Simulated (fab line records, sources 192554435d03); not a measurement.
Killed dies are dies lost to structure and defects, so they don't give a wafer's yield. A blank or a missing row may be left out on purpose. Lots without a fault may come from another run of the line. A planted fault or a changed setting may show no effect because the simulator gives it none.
A struck lot beside a sound one | flow n5_finfet | 37 steps out of a route of 1938
Sound: wafers L408.1, L408.2, L408.5. Struck: wafer L423.1. (L423.2, L423.3 of the same lot were not struck and are left out.) The cause comes at the end.
At each step with rows: each side's tool, then ch and its chambers, then its first start. Under that, the readings that differ: sound wafers | struck wafers | difference of the means | sigmas: that difference in standard deviations of wafers without a fault.
alike: readings whose means differ by less than 2 such deviations, and words and numbers that are the same on both sides. not compared: withheld readings, readings that some wafer has no value for, bounds like >300 that may hide the same value, and numbers for which the record gives no deviation and whose values overlap.
The two part at a step that has a row with sigmas, a row that says differs or no value, or rows on one side only. Numbers that don't overlap but have no deviation are shown without sigmas and don't part them. A reading that every wafer of one side lacks parts them only if that side has two wafers or more.

first, 9 steps without rows for these wafers: N5_PMOS_HMC_CHANNEL_EPI_EXPOSE_06 (exposes mask PMOS HMC BLK, target cd 240 nm); N5_PMOS_HMC_CHANNEL_EPI_PEB_07 (peb time 60 s); N5_PMOS_HMC_CHANNEL_EPI_DEVELOP_08 (develop time 30 s); N5_PMOS_HMC_CHANNEL_EPI_DESCUM_14 (chemistry O2, time 7.9 s); N5_PMOS_HMC_CHANNEL_EPI_ETCH_32 (etches BARC in N2/H2, stops on SiO2, target depth 85.8 nm, time 50.3 s); N5_PMOS_HMC_CHANNEL_EPI_HM_OPEN_15 (chemistry CHF3/O2, target SiO2, target depth 40.6 nm, time 20.3 s); N5_PMOS_HMC_CHANNEL_EPI_STRIP_33 (strips in N2/H2); N5_PMOS_HMC_CHANNEL_EPI_STRIP_17 (strips in SPM, time 750 s); N5_PMOS_HMC_CHANNEL_EPI_ETCH_38 (etches SiO2 in CF4, target depth 1.5 nm).
N5_PMOS_HMC_CHANNEL_EPI_FIN_RECESS_16: chemistry HBr/Cl2, target Si, target depth 54 nm, time 18 s.
  sound on rie_si-03 ch 0,3, day 2 02:01; struck on rie_si-03 ch 2, day 5 18:00
  reading                                          | sound             | struck | difference | sigmas
  oes_product_au (a.u.)                            | 1.019 0.979 1.012 | 0.849  | -0.154     | -8
  model.PMOS_HMC_CHANNEL_EPI.feature_depth_nm (nm) | 54.76 52.2 54.45  | 42.68  | -11.12     |
  model.etch.depth_nm (nm)                         | 54.76 52.2 54.45  | 42.68  | -11.12     |
  alike: drypump_motor_current_A, throttle_valve_pct
  not compared: rf_hours_counter_h
then, 7 steps without rows for these wafers: N5_PMOS_HMC_CHANNEL_EPI_PRECLEAN_36 (cleans in O3/DIW, time 45 s); N5_PMOS_HMC_CHANNEL_EPI_PRECLEAN_18 (cleans in DHF, time 30 s); N5_PMOS_HMC_CHANNEL_EPI_SRD_19 (time 30 s); N5_PMOS_HMC_CHANNEL_EPI_EPI_20 (deposits SiGe30, target thk 59 nm); N5_PMOS_HMC_CHANNEL_EPI_HM_STRIP_35 (strips SiO2 in dHF, material SiO2, target depth 39.6 nm, time 216 s); N5_PMOS_HMC_CHANNEL_EPI_SRD_39 (time 30 s); N5_PMOS_HMC_CHANNEL_EPI_CMP_21 (polishes SiGe30, target thk 54 nm).
N5_PMOS_HMC_CHANNEL_EPI_THK_MEAS_22:
  sound on film_metro-01, day 2 03:49; struck on film_metro-01, day 5 19:48
  reading          | sound          | struck | difference | sigmas
  HMC_CMP_THK (nm) | 54.7 52.3 54.4 | 42.9   | -10.9      | -9
then, 17 steps without rows for these wafers: N5_PMOS_HMC_CHANNEL_EPI_PRECLEAN_40 (cleans in DHF, time 30 s); N5_PMOS_HMC_CHANNEL_EPI_PRECLEAN_37 (cleans in O3/DIW, time 45 s); N5_PMOS_HMC_CHANNEL_EPI_PRECLEAN_24 (cleans in DHF, time 30 s); N5_PMOS_HMC_CHANNEL_EPI_SRD_25 (time 30 s); N5_PMOS_HMC_CHANNEL_EPI_EPI_26 (deposits Si from SiH4/H2, target thk 3.8 nm, time 22.7 s); N5_FIN_SAQP_PRECLEAN_42 (cleans in O3/DIW, time 60 s); N5_FIN_SAQP_PRECLEAN_00 (cleans in SC1, time 60 s); N5_FIN_SAQP_PRECLEAN_44 (cleans in SC2, time 45 s); N5_FIN_SAQP_SRD_01 (time 30 s); N5_FIN_SAQP_ALD_61 (deposits SiO2, target thk 4 nm, pulse time 1 s, purge time 2 s); N5_FIN_SAQP_DENSIFY_62 (time 60 s); N5_FIN_SAQP_HM_DEP_03 (deposits SiNx from SiH4/NH3/N2, target thk 38 nm, time 33.6 s); N5_FIN_SAQP_PECVD_47 (deposits a-Si from SiH4/He, target thk 45 nm, time 36.3 s); N5_FIN_SAQP_PECVD_48 (deposits SiNx from SiH4/NH3/N2, target thk 25 nm, time 22.1 s); N5_FIN_SAQP_PECVD_06 (deposits a-Si from SiH4/He, target thk 60 nm, time 48.1 s); N5_FIN_SAQP_HM_DEP_72 (deposits SiO2 from SiH4/N2O, target thk 12 nm, time 7.2 s); N5_FIN_SAQP_COAT_49 (time 60 s, resist thk 100 nm).
-- the record jumps here: 6 days lie between the struck wafers' starts before and after (it left off in module FIN_SAQP and takes up again in module BEOL_M4, whose first step shown is number 1111 of the route) --
N5_BEOL_M4_RC_MEAS_101:
  sound on prober-02 ch 0, day 8 07:54; struck on prober-01 ch 0, day 11 18:53
  reading       | sound          | struck | difference | sigmas
  DIBL_N (mV/V) | 35.7 36.2 30.8 | 39.3   | +5.1       | +2
  DIBL_P (mV/V) | 34.7 37.0 30.5 | 41.2   | +7.1       | +2
  ION_P (uA/um) | 462 474 468    | 436    | -32        | -3
  alike: IOFF_N, IOFF_P, ION_N, SS_N, SS_P, VT_N, VT_P
-- the record jumps here: 5 days lie between the struck wafers' starts before and after (it left off in module BEOL_M4 and takes up again in module PASSIVATION, whose first step shown is number 1936 of the route) --
N5_PASSIVATION_PROBE_49:
  sound on prober-02, day 12 14:11; struck on prober-02, day 16 08:23
  reading              | sound          | struck | difference | sigmas
  killed_at_contacts   | 7 9 7          | 20     | +12        | +2
  sort_bin_8_speed (%) | 0 0.1 0        | 9.8    | +9.8       | +27
  sort_n_pass          | 1078 1078 1075 | 958    | -119       | -6
  sort_yield_pct (%)   | 91.4 91.4 91.1 | 81.2   | -10.1      | -6
  alike: defect_limited_yield, killed_at_M0_to_M3, killed_at_M4_up, killed_at_front_end, killed_at_other, killed_dies, killed_open, killed_short, sort_bin_5_function, sort_bin_6_memory

WHERE THEY PART
First at N5_PMOS_HMC_CHANNEL_EPI_FIN_RECESS_16; last, within this record, at N5_PASSIVATION_PROBE_49.

WHY: what the simulator had put in
Process parameter drift: rie_si-03, from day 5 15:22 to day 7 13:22, at N5_PMOS_HMC_CHANNEL_EPI_FIN_RECESS_16. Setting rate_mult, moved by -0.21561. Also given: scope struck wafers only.
